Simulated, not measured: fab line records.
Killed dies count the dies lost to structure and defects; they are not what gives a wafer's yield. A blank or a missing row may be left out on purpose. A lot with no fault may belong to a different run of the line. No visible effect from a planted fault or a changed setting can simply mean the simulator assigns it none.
fab line records ; flow n5_finfet
record: lots: 5; wafers: 15; last_day: 17
route steps=1938 shown BEOL_M4@1099 BEOL_M5@1112 PASSIVATION@1936
lots that met no fault: from a run of the same line without faults
start_h: start of the lot's first displayed wafer, in hours after the record's first day ; wait_h: time in hours since the lot's previous step ; " as in the row above ; L1.1+2: a single row standing in for several wafers ; - either no value or no given start ; * or withheld: withheld ; < > ~ a bound
route shown NAME@n: names a module that has steps shown in the file, with the first one's number in the route ; usual: mean and standard deviation over wafers with no fault ; same: alike in all rows ; chamber/n: place in a boat ; sites: per-site readings ; _std_site: the standard deviation of these ; _edge_site: inner sites' mean taken away from outer sites' mean ; radius_mm: how far each site lies from the wafer's centre ; mask NAME#n: copy n ; behind: tool/chamber where the wafer was last shaped ; hold: what put the lot on hold/how long, in hours/how the hold closed ; device: transistor that didn't switch, given as n, p or np ; end of line: the same wafers' tests at the end of the route ; a step given without rows: its recipe and nothing more ; killed: the dies lost at the first sort to structure and to defects; this is not the yield of the wafer ; map: a wafer's dies, x killed, . not, _ none there
set.NAME: the setting the step ran with; set.NAME@STEP: the setting that earlier step ran with ; model.NAME: the simulator's own value behind a step, which no gauge read
lots at some steps of the route; a table a step, a row a wafer
services: a tool's chamber out of use, with start hour (start_h, from the record's first day; less than 0 if before it), hours out, and reason
== steps ==
step: N5_BEOL_M4_ANNEAL_95
recipe: temp_c: 400; time_s: 240; ambient: vacuum
step: N5_BEOL_M4_SPUTTER_96
recipe: material: Cu; target_thk_a: 45; temp_c: -20; chamber_pressure_pa: 0.07; power_w: withheld; time_s: 8.29
step: N5_BEOL_M4_ECD_50
recipe: material: Cu; target_thk_a: 3000
step: N5_BEOL_M4_ANNEAL_51
recipe: temp_c: 225; time_s: 90; ambient: N2
step: N5_BEOL_M4_CMP_52
recipe: stop_on: SiOC; t_overpolish_s: 6.8; down_force_psi: 1; platen_rpm: 50; clearing_platen_down_force_psi: 1.5; clearing_platen_rpm: 50; post_cmp_clean: cu_alkaline; target_thk_nm: 40; clearing_platen_pad_velocity_m_s: 0.99484; pad_velocity_m_s: 0.99484
step: N5_BEOL_M4_PRE_CLEAN_60
recipe: gas: NH3/H2; time_s: 15; temp_c: *; rf_power_w: 300
step: N5_BEOL_M4_CO_CAP_55
recipe: material: Co; target_thk_a: 20; temp_c: 200; precursor: CCTBA/H2; pressure_torr: 30; time_s: 102.1
step: N5_BEOL_M4_PRE_CLEAN_56
recipe: gas: NH3; time_s: 15; temp_c: withheld; rf_power_w: 300
step: N5_BEOL_M4_DEP_57
recipe: material: SiCN; target_thk_a: 80; temp_c: withheld; precursor: 3MS/NH3; pressure_torr: 3; rf_w: 202; time_s: 14
step: N5_BEOL_M4_RC_MEAS_101
usual: DIBL_N: 36.0/2.2; DIBL_P: 36.2/2.4; IOFF_N: 0.16/0.035; IOFF_P: 0.21/0.037; ION_N: 672/13; ION_P: 461/7; SS_N: 71.4/0.69; SS_P: 73.2/0.75; VT_N: 250/3.4; VT_P: -251/3
lot.wafer;tool;chamber;start_h;wait_h;DIBL_N[mV/V];DIBL_P[mV/V];IOFF_N[nA/um];IOFF_P[nA/um];ION_N[uA/um];ION_P[uA/um];SS_N[mV/dec];SS_P[mV/dec];VT_N[mV];VT_P[mV]
L481.1;prober-01;0;202.39;0.0;38.2;37.7;0.19;0.24;680;462;71.8;74.0;246;-247
L481.4;prober-01;0;202.39;0.0;36.0;35.7;0.15;0.21;675;462;71.6;73.1;248;-253
L481.6;prober-01;0;202.39;0.0;35.5;33.4;0.13;0.17;665;453;71.6;72.9;251;-254
L485.2;prober-01;0;235.24;0.2;34.4;35.1;0.12;0.18;659;460;70.6;72.7;252;-253
L485.5;prober-01;0;235.24;0.2;33.4;33.9;0.11;0.16;656;456;70.9;71.4;255;-252
L485.6;prober-01;0;235.24;0.2;34.6;34.9;0.13;0.18;675;465;70.5;72.5;251;-252
L486.2;prober-02;0;235.85;0.2;37.9;39.0;0.19;0.27;677;463;71.8;74.1;246;-249
L486.3;prober-02;0;235.85;0.2;34.0;33.4;0.13;0.17;679;462;69.7;72.4;249;-250
L486.5;prober-02;0;235.85;0.2;38.6;39.8;0.23;0.29;692;477;71.1;74.2;241;-245
L484.1;prober-02;0;236.73;0.0;33.1;33.9;0.11;0.17;653;452;70.3;72.8;258;-255
L484.4;prober-02;0;236.73;0.0;36.9;37.4;0.19;0.23;678;466;72.1;73.7;248;-249
L484.6;prober-02;0;236.73;0.0;37.6;38.0;0.20;0.24;668;458;72.4;74.2;249;-250
L495.2;prober-02;0;304.09;0.2;37.9;37.9;0.20;0.23;682;456;72.3;73.2;247;-250
L495.4;prober-02;0;304.09;0.2;34.1;35.1;0.13;0.17;663;456;70.9;72.7;251;-255
L495.5;prober-02;0;304.09;0.2;33.5;32.2;0.11;0.15;655;451;71.3;72.3;255;-254
step: N5_BEOL_M5_ILD_DEP_00
recipe: material: SiCOH_lowk; target_thk_a: 1406.4; temp_c: 300; precursor: DEMS/porogen; pressure_torr: 5; rf_w: 500; time_s: 25.9
step: N5_BEOL_M5_CURE_79
recipe: temp_c: 385; time_s: 240; ambient: He/Ar; material: SiCOH_lowk
step: N5_BEOL_M5_PECVD_70
recipe: material: SiO2; target_thk_a: 160; temp_c: 400; precursor: TEOS/O2; pressure_torr: 5.5; rf_w: 450; teos_flow_sccm: 53.8; gas: O2; flow_sccm: 3000; time_s: 18
step: N5_BEOL_M5_HM_DEP_02
recipe: material: TiN; target_thk_a: 200; temp_c: 25; chamber_pressure_pa: 0.49996
step: N5_BEOL_M5_COAT_59
recipe: resist: SOC; temp_c: 250; time_s: 60; spin_rpm: 1500; resist_thk_nm: 60
step: N5_BEOL_M5_COAT_60
recipe: resist: SiARC; temp_c: 220; time_s: 60; spin_rpm: 1500; resist_thk_nm: 12
step: N5_BEOL_M5_COAT_71
recipe: resist: underlayer; temp_c: 205; time_s: 60; spin_rpm: 1500; resist_thk_nm: 5
step: N5_BEOL_M5_COAT_05
recipe: resist: CAR-EUV; spin_rpm: 1500; resist_thk_nm: 30
step: N5_BEOL_M5_EBR_07
recipe: solvent: PGMEA; ebr_width_mm: 1.5
step: N5_BEOL_M5_SOFTBAKE_06
recipe: temp_c: 110; time_s: 60; resist: CAR-EUV
step: N5_BEOL_M5_EXPOSE_08
recipe: mask_id: M5; na: 0.33; source_shape: annular; sigma_inner: 0.4; sigma_outer: 0.8; polarization: unpolarized; target_cd_nm: 28; dose_mj: 35.75
step: N5_BEOL_M5_PEB_09
recipe: peb_temp_c: 100; peb_time_s: 60; resist: CAR-EUV
step: N5_BEOL_M5_DEVELOP_10
recipe: develop_time_s: 30; developer: TMAH; resist: CAR-EUV; rinse_liquid: surfactant_rinse; dry: air_spin; dev_temp_c: 23
step: N5_BEOL_M5_DESCUM_16
recipe: chemistry: O2; time_s: 7; source_power_w: 50; bias_power_w: 20; pressure_mtorr: 20; rf_frequency_hz: 2.712e+07; temp_c: 40; resist: CAR-EUV; o2_flow_sccm: 225
step: N5_BEOL_M5_ETCH_72
recipe: chemistry: N2/H2; target: underlayer; target_depth_a: 65; mask_material: CAR-EUV; time_s: 5.2; ion_energy_ev: 200; pressure_mtorr: 30; source_w: 840; bias_w: 150; n2_flow_sccm: 200; h2_flow_sccm: 200; ends: cleared
step: N5_BEOL_M5_ETCH_61
recipe: chemistry: CF4; target: SiARC; target_depth_a: 156; mask_material: CAR-EUV; time_s: 26; ion_energy_ev: 80; pressure_mtorr: 40; source_w: 545; bias_w: 36; Ar_flow_sccm: 100; cf4_flow_sccm: 100; ends: cleared
step: N5_BEOL_M5_ETCH_62
recipe: chemistry: N2/H2; target: SOC; target_depth_a: 750; overetch_a: 150; mask_material: SiARC; temp_c: 40; time_s: 112.5; ion_energy_ev: 200; pressure_mtorr: 30; source_w: 840; bias_w: 150; n2_flow_sccm: 200; h2_flow_sccm: 200
step: N5_BEOL_M5_STRIP_63
recipe: chemistry: N2/H2; temp_c: 40; n2_flow_sccm: 200; h2_flow_sccm: 200; rf_frequency_hz: 6e+07
step: N5_BEOL_M5_STRIP_73
recipe: chemistry: N2/H2; temp_c: 40; n2_flow_sccm: 200; h2_flow_sccm: 200; rf_frequency_hz: 6e+07
step: N5_BEOL_M5_STRIP_64
recipe: chemistry: CF4; resist: SiARC; power_w: 300; bias_power_w: 75; pressure_mtorr: 50; cf4_flow_sccm: 150; rf_frequency_hz: 6e+07
step: N5_BEOL_M5_HM_OPEN_17
recipe: chemistry: Cl2/BCl3; target_depth_a: 200; overetch_a: 60; target: TiN; mask_material: SOC; ion_energy_ev: 150; pressure_mtorr: 10; icp_w: 1000; bias_w: 126; Cl2_flow_sccm: 53.25; bcl3_flow_sccm: 21.75; Ar_flow_sccm: 25
step: N5_BEOL_M5_STRIP_19
recipe: chemistry: O2; power_w: 400; temp_c: 40; pressure_mtorr: 30; rf_frequency_hz: 6e+07; bias_power_w: 0; overash_fraction: 0.2; o2_flow_sccm: 225
step: N5_BEOL_M5_COAT_65
recipe: resist: SOC; temp_c: 250; time_s: 60; spin_rpm: 1500; resist_thk_nm: 60
step: N5_BEOL_M5_COAT_66
recipe: resist: SiARC; temp_c: 220; time_s: 60; spin_rpm: 1500; resist_thk_nm: 12
step: N5_BEOL_M5_CMP_52
recipe: stop_on: SiCOH_lowk; t_overpolish_s: 6.9; down_force_psi: 1; platen_rpm: 50; clearing_platen_down_force_psi: 1.5; clearing_platen_rpm: 50; post_cmp_clean: cu_alkaline; target_thk_nm: 62; clearing_platen_pad_velocity_m_s: 0.99484; pad_velocity_m_s: 0.99484
usual: barrier_field_endpoint_s: 24.4/0.58; clearing_platen_down_force_psi: 1.5000/0.0028; head_pressure_psi: 1.0000/0.002; motor_current_A: 5.9/0.64; overpolish_run_s: 6.900/0.0086; time_to_endpoint_s: 61/3.5
lot.wafer;tool;chamber;start_h;wait_h;barrier_field_endpoint_s;clearing_platen_down_force_psi;head_pressure_psi;motor_current_A;overpolish_run_s;time_to_endpoint_s;model.Cu_of_BEOL_M5_ECD_50.thk_nm;model.SiO2_of_BEOL_M5_PECVD_70.thk_nm;model.SiCOH_lowk_of_BEOL_M5_ILD_DEP_00.thk_nm
L481.4;cmp-01;1;212.81;0.2;24.8;1.4960;0.9991;5.1;6.885;64;61.4;0;119.8
L481.1;cmp-01;2;212.81;0.2;24.6;1.4977;1.0009;6.2;6.903;70;62.2;0;118.6
L481.6;cmp-01;0;212.81;0.2;24.0;1.4984;1.0000;5.6;6.899;57;59.6;0;121.8
L485.2;cmp-03;1;246.42;0.3;-;-;-;-;-;-;298.8;15.8;119.2
L485.6;cmp-03;2;246.42;0.3;-;-;-;-;-;-;304;16;121.6
L485.5;cmp-03;3;246.42;0.3;-;-;-;-;-;-;304.4;16;122.8
L486.2;cmp-01;1;248.49;0.2;-;-;-;-;-;-;300.2;15.4;119
L486.3;cmp-01;0;248.49;0.2;-;-;-;-;-;-;298;16;121
L486.5;cmp-01;2;248.49;0.2;-;-;-;-;-;-;299.4;16;118.6
L484.1;cmp-01;1;250.39;0.3;-;-;-;-;-;-;298.8;15.6;120.6
L484.4;cmp-01;2;250.39;0.3;-;-;-;-;-;-;294.8;16;120.8
L484.6;cmp-01;0;250.39;0.3;-;-;-;-;-;-;301;16.2;120
L495.4;cmp-04;3;320.31;0.1;24.0;1.4937;1.0044;5.9;6.898;59;61;0;118.6
L495.2;cmp-04;1;320.31;0.1;23.9;1.4974;0.9979;6.2;6.895;58;61;0;116
L495.5;cmp-04;3;320.31;0.1;23.6;1.4969;1.0005;5.7;6.904;57;61;0;118.4
step: N5_BEOL_M5_THK_MEAS_53
recipe: thk_meas_gauge: xrf; reads: Cu_of_BEOL_M5_ECD_50
usual: M5_THK: 61.1/1.6
lot.wafer;tool;chamber;start_h;wait_h;M5_THK[nm]
L481.1;film_metro-01;-;213.03;-;62.8
L481.4;film_metro-01;-;213.03;-;61.6
L481.6;film_metro-01;-;213.03;-;59.8
L485.2;film_metro-02;-;246.60;0.1;301.8
L485.5;film_metro-02;-;246.60;0.1;309.6
L485.6;film_metro-02;-;246.60;0.1;306.0
L486.2;film_metro-02;-;248.79;0.3;299.0
L486.3;film_metro-02;-;248.79;0.3;296.9
L486.5;film_metro-02;-;248.79;0.3;299.0
L484.1;film_metro-02;-;250.61;0.2;298.6
L484.4;film_metro-02;-;250.61;0.2;294.6
L484.6;film_metro-02;-;250.61;0.2;302.2
L495.2;film_metro-02;-;320.60;-;60.8
L495.4;film_metro-02;-;320.60;-;61.1
L495.5;film_metro-02;-;320.60;-;60.6
step: N5_BEOL_M5_RS_MEAS_57
recipe: thk_meas_gauge: four-point-probe; reads: Co_of_BEOL_M5_CO_CAP_78+Cu_of_BEOL_M5_ECD_50+Co_of_BEOL_M5_CVD_47+TaN_of_BEOL_M5_ALD_86
usual: M5_RS: 0.393/0.013
lot.wafer;tool;chamber;start_h;wait_h;M5_RS[ohm/sq]
L481.1;film_metro-02;-;213.29;0.0;0.385
L481.4;film_metro-02;-;213.29;0.0;0.391
L481.6;film_metro-02;-;213.29;0.0;0.405
L485.2;film_metro-01;-;246.86;0.1;0.054
L485.5;film_metro-01;-;246.86;0.1;0.053
L485.6;film_metro-01;-;246.86;0.1;0.053
L486.2;film_metro-02;-;249.05;0.1;0.054
L486.3;film_metro-02;-;249.05;0.1;0.054
L486.5;film_metro-02;-;249.05;0.1;0.054
L484.1;film_metro-01;-;250.87;0.0;0.054
L484.4;film_metro-01;-;250.87;0.0;0.055
L484.6;film_metro-01;-;250.87;0.0;0.054
L495.2;film_metro-01;-;320.87;0.1;0.395
L495.4;film_metro-01;-;320.87;0.1;0.394
L495.5;film_metro-01;-;320.87;0.1;0.394
step: N5_BEOL_M5_INSPECT_58
recipe: inspect_instrument: darkfield; mode: post_dep
usual: raw_defect_count: 78/25
lot.wafer;tool;chamber;start_h;wait_h;raw_defect_count
L481.1;defect_inspect-02;-;213.32;0.0;61
L481.4;defect_inspect-02;-;213.32;0.0;103
L481.6;defect_inspect-02;-;213.32;0.0;73
L485.2;defect_inspect-02;-;246.88;0.0;1988
L485.5;defect_inspect-02;-;246.88;0.0;2070
L485.6;defect_inspect-02;-;246.88;0.0;2088
L486.2;defect_inspect-02;-;249.08;0.0;2027
L486.3;defect_inspect-02;-;249.08;0.0;2129
L486.5;defect_inspect-02;-;249.08;0.0;2037
L484.1;defect_inspect-01;-;250.90;0.0;1983
L484.4;defect_inspect-01;-;250.90;0.0;1941
L484.6;defect_inspect-01;-;250.90;0.0;1981
L495.2;defect_inspect-02;-;320.89;0.0;70
L495.4;defect_inspect-02;-;320.89;0.0;78
L495.5;defect_inspect-02;-;320.89;0.0;70
step: N5_PASSIVATION_PROBE_49
usual: defect_limited_yield: 91.2/1.4; killed_at_M0_to_M3: 34/9.4; killed_at_M4_up: 14/5.6; killed_at_contacts: 13/7.8; killed_at_front_end: 37/10; killed_at_other: 4/3.3; killed_dies: 103/17; killed_on_rim: 14/3.5; killed_open: 68/13; killed_short: 33/8.2; sort_bin_5_function: 5.1/0.92; sort_bin_6_memory: 3.3/0.71; sort_n_pass: 1077/17; sort_yield_pct: 91.2/1.4
same: gross_dies: 1180; killed_at_back_side: 0; sort_bin_4_leakage[%]: 0; sort_bin_8_speed[%]: 0
lot.wafer;tool;chamber;start_h;wait_h;defect_limited_yield[%];killed_at_M0_to_M3;killed_at_M4_up;killed_at_contacts;killed_at_front_end;killed_at_other;killed_dies;killed_on_rim;killed_open;killed_short;sort_bin_5_function[%];sort_bin_6_memory[%];sort_n_pass;sort_yield_pct[%]
L481.1;prober-01;-;309.23;0.0;90.8;32;13;15;44;4;108;13;60;41;4.7;3.1;1072;90.8
L481.4;prober-01;-;309.38;0.2;91.5;32;17;11;36;4;100;14;65;35;4.7;3.5;1080;91.5
L481.6;prober-01;-;309.48;0.3;92.4;32;13;10;30;5;90;15;61;27;4.2;3.5;1090;92.4
L485.2;prober-01;-;338.19;0.1;0;33;1063;20;55;9;1180;152;90;39;5.3;4.9;0;0
L485.5;prober-01;-;338.34;0.2;0;35;1103;7;33;2;1180;152;59;28;4.2;3.3;0;0
L485.6;prober-01;-;338.39;0.3;0;48;1077;10;28;17;1180;152;68;44;5.4;3.8;0;0
L484.1;prober-01;-;342.57;0.0;0;25;1084;12;58;1;1180;152;82;31;5.7;4.0;0;0
L484.4;prober-01;-;342.72;0.2;0;44;1097;9;26;4;1180;152;62;31;4.6;3.1;0;0
L484.6;prober-01;-;342.82;0.3;0;27;1089;15;45;4;1180;152;77;31;5.8;3.3;0;0
L486.2;prober-02;-;343.88;0.1;0;20;1104;8;45;3;1180;152;59;24;4.0;3.1;0;0
L486.3;prober-02;-;343.93;0.1;0;24;1094;12;44;6;1180;152;67;33;5.5;2.8;0;0
L486.5;prober-02;-;344.03;0.2;0;25;1086;10;52;7;1180;152;78;34;5.8;3.3;0;0
L495.2;prober-02;-;416.88;0.1;93.2;31;11;6;31;1;80;15;52;28;4.5;2.1;1100;93.2
L495.4;prober-02;-;416.98;0.2;92.9;29;7;5;43;0;84;13;45;36;4.3;2.2;1096;92.9
L495.5;prober-02;-;417.03;0.2;91.9;25;8;6;46;11;96;13;55;41;5.5;2.5;1084;91.9
killed by level:class
L481.1 MOL_CONTACT_COAG:geometric_particle:open=11 BEOL_M2:geometric_particle:open=9 FIN_SAQP:geometric_particle:short=7 STI_FIN_REVEAL:geometric_particle:open=7 BEOL_M4:geometric_particle:open=7 HKMG_FIN:area_etch=7 BEOL_M0_SAQP:geometric_particle:short=6 ILD0:geometric_particle:short=5
L481.4 MOL_CONTACT_COAG:geometric_particle:open=10 STI_FIN_REVEAL:geometric_particle:open=8 FIN_SAQP:geometric_particle:short=7 BEOL_M2:geometric_particle:short=7 FIN_SAQP:geometric_particle:open=6 BEOL_M2:geometric_particle:open=6 BEOL_M4:geometric_particle:open=6 BEOL_M7:geometric_particle:open=6
L481.6 BEOL_M3:geometric_particle:open=10 MOL_CONTACT_COAG:geometric_particle:open=8 BEOL_M2:geometric_particle:open=8 GATE_CUT:geometric_particle:short=6 BEOL_M0:geometric_particle:open=6 DUMMY_GATE:geometric_particle:open=4 BEOL_M4:geometric_particle:open=4 STARTING-WAFER:geometric_particle:short=4
L485.2 BEOL_M5:area_cmp=1050 STI_FIN_REVEAL:geometric_particle:open=19 MOL_CONTACT_COAG:geometric_particle:open=15 FIN_SAQP:geometric_particle:open=13 BEOL_M2:geometric_particle:open=8 FIN_SAQP:geometric_particle:short=7 BEOL_M1:geometric_particle:open=5 MOL_CONTACT_COAG:geometric_particle:short=5
L485.5 BEOL_M5:area_cmp=1090 BEOL_M2:geometric_particle:open=11 STI_FIN_REVEAL:geometric_particle:open=9 BEOL_M0_SAQP:geometric_particle:short=7 BEOL_M3:geometric_particle:open=7 FIN_SAQP:geometric_particle:short=6 MOL_CONTACT_COAG:geometric_particle:open=6 FIN_SAQP:geometric_particle:open=4
L485.6 BEOL_M5:area_cmp=1067 BEOL_M0_SAQP:geometric_particle:open=11 BEOL_M2:geometric_particle:open=11 PAD_METAL:geometric_particle:short=9 MOL_CONTACT_COAG:geometric_particle:open=7 BEOL_M4:geometric_particle:open=6 FIN_SAQP:geometric_particle:short=5 STI_FIN_REVEAL:geometric_particle:open=5
L484.1 BEOL_M5:area_cmp=1064 MOL_CONTACT_COAG:geometric_particle:open=11 FIN_SAQP:geometric_particle:short=10 FIN_SAQP:geometric_particle:open=9 STI_FIN_REVEAL:geometric_particle:open=9 GATE_CUT:geometric_particle:open=8 BEOL_M4:geometric_particle:open=8 BEOL_M2:geometric_particle:open=6
L484.4 BEOL_M5:area_cmp=1085 BEOL_M3:geometric_particle:open=12 BEOL_M0_SAQP:geometric_particle:open=11 FIN_SAQP:geometric_particle:short=9 BEOL_M0_SAQP:geometric_particle:short=9 MOL_CONTACT_COAG:geometric_particle:open=9 BEOL_M2:geometric_particle:open=7 FIN_SAQP:geometric_particle:open=5
L484.6 BEOL_M5:area_cmp=1068 MOL_CONTACT_COAG:geometric_particle:open=12 STI_FIN_REVEAL:geometric_particle:open=11 BEOL_M3:geometric_particle:open=8 BEOL_M4:geometric_particle:open=8 FIN_SAQP:geometric_particle:short=6 FIN_SAQP:geometric_particle:open=5 BEOL_M2:geometric_particle:open=5
L486.2 BEOL_M5:area_cmp=1095 STI_FIN_REVEAL:geometric_particle:open=16 MOL_CONTACT_COAG:geometric_particle:open=7 BEOL_M0_SAQP:geometric_particle:short=6 FIN_SAQP:geometric_particle:short=4 BEOL_M0_SAQP:geometric_particle:open=4 STI_FIN_REVEAL:geometric_particle:short=3 DUMMY_GATE:geometric_particle:open=3
L486.3 BEOL_M5:area_cmp=1080 STI_FIN_REVEAL:geometric_particle:open=12 MOL_CONTACT_COAG:geometric_particle:open=10 FIN_SAQP:geometric_particle:open=8 BEOL_M0_SAQP:geometric_particle:short=8 FIN_SAQP:geometric_particle:short=6 GATE_CUT:geometric_particle:short=6 BEOL_M5:geometric_particle:open=5
L486.5 BEOL_M5:area_cmp=1067 STI_FIN_REVEAL:geometric_particle:open=17 MOL_CONTACT_COAG:geometric_particle:open=10 BEOL_M0_SAQP:geometric_particle:open=9 FIN_SAQP:geometric_particle:open=7 STI_FIN_REVEAL:geometric_particle:short=7 BEOL_M4:geometric_particle:open=6 ILD0:geometric_particle:open=4
L495.2 BEOL_M0_SAQP:geometric_particle:open=12 BEOL_M0_SAQP:geometric_particle:short=12 STI_FIN_REVEAL:geometric_particle:open=11 FIN_SAQP:geometric_particle:short=5 MOL_CONTACT_COAG:geometric_particle:open=5 BEOL_M4:geometric_particle:open=5 FIN_SAQP:geometric_particle:open=4 GATE_CUT:geometric_particle:open=3
L495.4 FIN_SAQP:geometric_particle:short=11 FIN_SAQP:geometric_particle:open=8 STI_FIN_REVEAL:geometric_particle:open=8 BEOL_M0_SAQP:geometric_particle:short=6 BEOL_M0_SAQP:geometric_particle:open=6 BEOL_M3:geometric_particle:open=4 BEOL_M4:geometric_particle:open=4 STARTING-WAFER:geometric_particle:short=4
L495.5 FIN_SAQP:geometric_particle:short=10 STI_FIN_REVEAL:geometric_particle:open=10 GATE_CUT:geometric_particle:short=8 BEOL_M2:geometric_particle:open=8 FIN_SAQP:geometric_particle:open=6 DUMMY_GATE:geometric_particle:open=5 BEOL_M3:geometric_particle:open=5 MOL_CONTACT_COAG:geometric_particle:open=4
map L484.1 (x killed, . not)
_________________xxxxxxxxxxxx________________
______________xxxxxxxxxxxxxxxxxx_____________
___________xxxxxxxxxxxxxxxxxxxxxxxx__________
__________xxxxxxxxxxxxxxxxxxxxxxxxxx_________
________xxxxxxxxxxxxxxxxxxxxxxxxxxxxxx_______
_______xxxxxxxxxxxxxxxxxxxxxxxxxxxxxxxx______
______xxxxxxxxxxxxxxxxxxxxxxxxxxxxxxxxxx_____
_____xxxxxxxxxxxxxxxxxxxxxxxxxxxxxxxxxxxx____
____xxxxxxxxxxxxxxxxxxxxxxxxxxxxxxxxxxxxxx___
___xxxxxxxxxxxxxxxxxxxxxxxxxxxxxxxxxxxxxxxx__
___xxxxxxxxxxxxxxxxxxxxxxxxxxxxxxxxxxxxxxxx__
__xxxxxxxxxxxxxxxxxxxxxxxxxxxxxxxxxxxxxxxxxx_
__xxxxxxxxxxxxxxxxxxxxxxxxxxxxxxxxxxxxxxxxxx_
_xxxxxxxxxxxxxxxxxxxxxxxxxxxxxxxxxxxxxxxxxxxx
_xxxxxxxxxxxxxxxxxxxxxxxxxxxxxxxxxxxxxxxxxxxx
_xxxxxxxxxxxxxxxxxxxxxxxxxxxxxxxxxxxxxxxxxxxx
_xxxxxxxxxxxxxxxxxxxxxxxxxxxxxxxxxxxxxxxxxxxx
_xxxxxxxxxxxxxxxxxxxxxxxxxxxxxxxxxxxxxxxxxxxx
_xxxxxxxxxxxxxxxxxxxxxxxxxxxxxxxxxxxxxxxxxxxx
_xxxxxxxxxxxxxxxxxxxxxxxxxxxxxxxxxxxxxxxxxxxx
_xxxxxxxxxxxxxxxxxxxxxxxxxxxxxxxxxxxxxxxxxxxx
__xxxxxxxxxxxxxxxxxxxxxxxxxxxxxxxxxxxxxxxxxx_
__xxxxxxxxxxxxxxxxxxxxxxxxxxxxxxxxxxxxxxxxxx_
___xxxxxxxxxxxxxxxxxxxxxxxxxxxxxxxxxxxxxxxx__
___xxxxxxxxxxxxxxxxxxxxxxxxxxxxxxxxxxxxxxxx__
____xxxxxxxxxxxxxxxxxxxxxxxxxxxxxxxxxxxxxx___
_____xxxxxxxxxxxxxxxxxxxxxxxxxxxxxxxxxxxx____
______xxxxxxxxxxxxxxxxxxxxxxxxxxxxxxxxxx_____
_______xxxxxxxxxxxxxxxxxxxxxxxxxxxxxxxx______
________xxxxxxxxxxxxxxxxxxxxxxxxxxxxxx_______
__________xxxxxxxxxxxxxxxxxxxxxxxxxx_________
___________xxxxxxxxxxxxxxxxxxxxxxxx__________
______________xxxxxxxxxxxxxxxxxx_____________
_________________xxxxxxxxxxxx________________
map L485.2 (x killed, . not)
_________________xxxxxxxxxxxx________________
______________xxxxxxxxxxxxxxxxxx_____________
___________xxxxxxxxxxxxxxxxxxxxxxxx__________
__________xxxxxxxxxxxxxxxxxxxxxxxxxx_________
________xxxxxxxxxxxxxxxxxxxxxxxxxxxxxx_______
_______xxxxxxxxxxxxxxxxxxxxxxxxxxxxxxxx______
______xxxxxxxxxxxxxxxxxxxxxxxxxxxxxxxxxx_____
_____xxxxxxxxxxxxxxxxxxxxxxxxxxxxxxxxxxxx____
____xxxxxxxxxxxxxxxxxxxxxxxxxxxxxxxxxxxxxx___
___xxxxxxxxxxxxxxxxxxxxxxxxxxxxxxxxxxxxxxxx__
___xxxxxxxxxxxxxxxxxxxxxxxxxxxxxxxxxxxxxxxx__
__xxxxxxxxxxxxxxxxxxxxxxxxxxxxxxxxxxxxxxxxxx_
__xxxxxxxxxxxxxxxxxxxxxxxxxxxxxxxxxxxxxxxxxx_
_xxxxxxxxxxxxxxxxxxxxxxxxxxxxxxxxxxxxxxxxxxxx
_xxxxxxxxxxxxxxxxxxxxxxxxxxxxxxxxxxxxxxxxxxxx
_xxxxxxxxxxxxxxxxxxxxxxxxxxxxxxxxxxxxxxxxxxxx
_xxxxxxxxxxxxxxxxxxxxxxxxxxxxxxxxxxxxxxxxxxxx
_xxxxxxxxxxxxxxxxxxxxxxxxxxxxxxxxxxxxxxxxxxxx
_xxxxxxxxxxxxxxxxxxxxxxxxxxxxxxxxxxxxxxxxxxxx
_xxxxxxxxxxxxxxxxxxxxxxxxxxxxxxxxxxxxxxxxxxxx
_xxxxxxxxxxxxxxxxxxxxxxxxxxxxxxxxxxxxxxxxxxxx
__xxxxxxxxxxxxxxxxxxxxxxxxxxxxxxxxxxxxxxxxxx_
__xxxxxxxxxxxxxxxxxxxxxxxxxxxxxxxxxxxxxxxxxx_
___xxxxxxxxxxxxxxxxxxxxxxxxxxxxxxxxxxxxxxxx__
___xxxxxxxxxxxxxxxxxxxxxxxxxxxxxxxxxxxxxxxx__
____xxxxxxxxxxxxxxxxxxxxxxxxxxxxxxxxxxxxxx___
_____xxxxxxxxxxxxxxxxxxxxxxxxxxxxxxxxxxxx____
______xxxxxxxxxxxxxxxxxxxxxxxxxxxxxxxxxx_____
_______xxxxxxxxxxxxxxxxxxxxxxxxxxxxxxxx______
________xxxxxxxxxxxxxxxxxxxxxxxxxxxxxx_______
__________xxxxxxxxxxxxxxxxxxxxxxxxxx_________
___________xxxxxxxxxxxxxxxxxxxxxxxx__________
______________xxxxxxxxxxxxxxxxxx_____________
_________________xxxxxxxxxxxx________________
== services ==
tool;chamber;start_h;hours;kind
cmp-04;-;209.07;7.8;pm
cmp-04;-;223.01;2.0;repair
cmp-03;-;241.72;4.0;pm
cmp-03;-;245.72;-;consumable_replace:conditioner
cmp-03;-;245.72;-;consumable_replace:pad
cmp-04;-;247.92;6.8;repair
cmp-03;-;248.25;0.3;repair
cmp-04;-;255.67;2.2;repair
cmp-01;-;268.06;1.7;repair
cmp-01;-;271.17;4.0;pm
cmp-03;-;290.81;6.8;pm
cmp-03;-;320.15;1.3;repair
== key ==
first_sign: step: N5_BEOL_M5_CMP_52; reading: tool_record; direction: missing
effect: step: N5_BEOL_M5_THK_MEAS_53; reading: M5_THK; direction: up; sigmas: 99+; usual: 61.1; struck: 300.9
effect: step: N5_BEOL_M5_RS_MEAS_57; reading: M5_RS; direction: down; sigmas: 26; usual: 0.393; struck: 0.054
effect: step: N5_BEOL_M5_INSPECT_58; reading: raw_defect_count; direction: up; sigmas: 79; usual: 78; struck: 2027
effect: step: N5_PASSIVATION_PROBE_49; reading: killed_at_M4_up; direction: up; sigmas: 99+; usual: 14; struck: 1089
model_effect: step: N5_BEOL_M5_CMP_52; value: Cu_of_BEOL_M5_ECD_50.thk_nm; without: 60.69; struck: 299.9
more_kills_born_at: N5_BEOL_M5_CMP_52@cmp-01: 6459; N5_BEOL_M5_CMP_52@cmp-03: 3207
met_at N5_BEOL_M5_CMP_52
struck_wafers L484.1,L484.4,L484.6,L485.2,L485.5,L485.6,L486.2,L486.3,L486.5
later_rows_left_out L484.1,L484.4,L484.6,L485.2,L485.5,L485.6,L486.2,L486.3,L486.5
onset_between 212.81 246.42
fault: kind: skipped_step_whole; tool: cmp-01,cmp-03; chamber: -; onset_h: 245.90; steps: N5_BEOL_M5_CMP_52; scope: struck_lots_only
later_rows_left_out: the simulator's readings of these wafers behind a module that went badly wrong aren't trusted and aren't shown, but for the sort
